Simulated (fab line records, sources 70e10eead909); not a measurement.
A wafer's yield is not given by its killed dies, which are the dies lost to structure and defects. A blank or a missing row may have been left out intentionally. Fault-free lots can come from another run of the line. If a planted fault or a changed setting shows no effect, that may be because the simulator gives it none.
Matching of chambers | flow nand-harc | NHARC_A_STAIRCASE_ALD_415 on ald-hk-01: 4 sister chambers
The step deposits SiO2, target thk 30 nm, pulse time 6 s, ald cycles 300. 8 wafers are shown with their chamber, then 9 later ones without.

WAFERS WITH THEIR CHAMBER
wafer  | chamber | heater-power-w (W) | precursor-pulse-height-rel
L087.4 | 0       | 482                | 0.998
L087.2 | 3       | 443                | 1.011
L087.3 | 2       | 501                | 0.991
L091.2 | 3       | 447                | 0.984
L091.6 | 2       | 495                | 1.006
L094.1 | 1       | 513                | 0.995
L094.4 | 0       | 484                | 0.997
L094.5 | 1       | 505                | 1.005

WAFERS MISSING THEIR CHAMBER
wafer  | heater-power-w (W) | precursor-pulse-height-rel
L094.2 | 442                | 0.950
L094.3 | 488                | 1.006
L094.6 | 508                | 1.006
L093.3 | 465                | 1.014
L093.5 | 471                | 0.993
L093.6 | 451                | 1.001
L096.2 | 436                | 1.006
L096.3 | 505                | 1.043
L096.6 | 444                | 1.013

CHAMBER TAKEN BY EACH
wafer  | from the rows above     | in truth
L094.2 | 3                       | 3
L094.3 | can't be placed: 0 or 2 | 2
L094.6 | 1                       | 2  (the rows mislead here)
L093.3 | can't be placed: 0 or 3 | 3
L093.5 | 0                       | 0
L093.6 | 3                       | 3
L096.2 | 3                       | 3
L096.3 | can't be placed: 1 or 2 | 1
L096.6 | 3                       | 3
5 of 9 placed correctly. Cannot be placed on the basis of these rows: 3; the candidates contain the true chamber in 3. 1 placed wrongly.
How it was worked out, from the rows above alone: a wafer's distance from a chamber is the root of the sum, over the readings, of the square of ((its reading less the chamber's mean) divided by the reading's scatter). The wafer belongs to the nearest chamber; if the next one is less than 2 further off, it can't be placed. A chamber's mean is the mean of its shown wafers. The scatter is the square root of a quotient: the sum, over the shown wafers, of each reading's squared deviation from its chamber's mean, divided by wafers minus chambers.
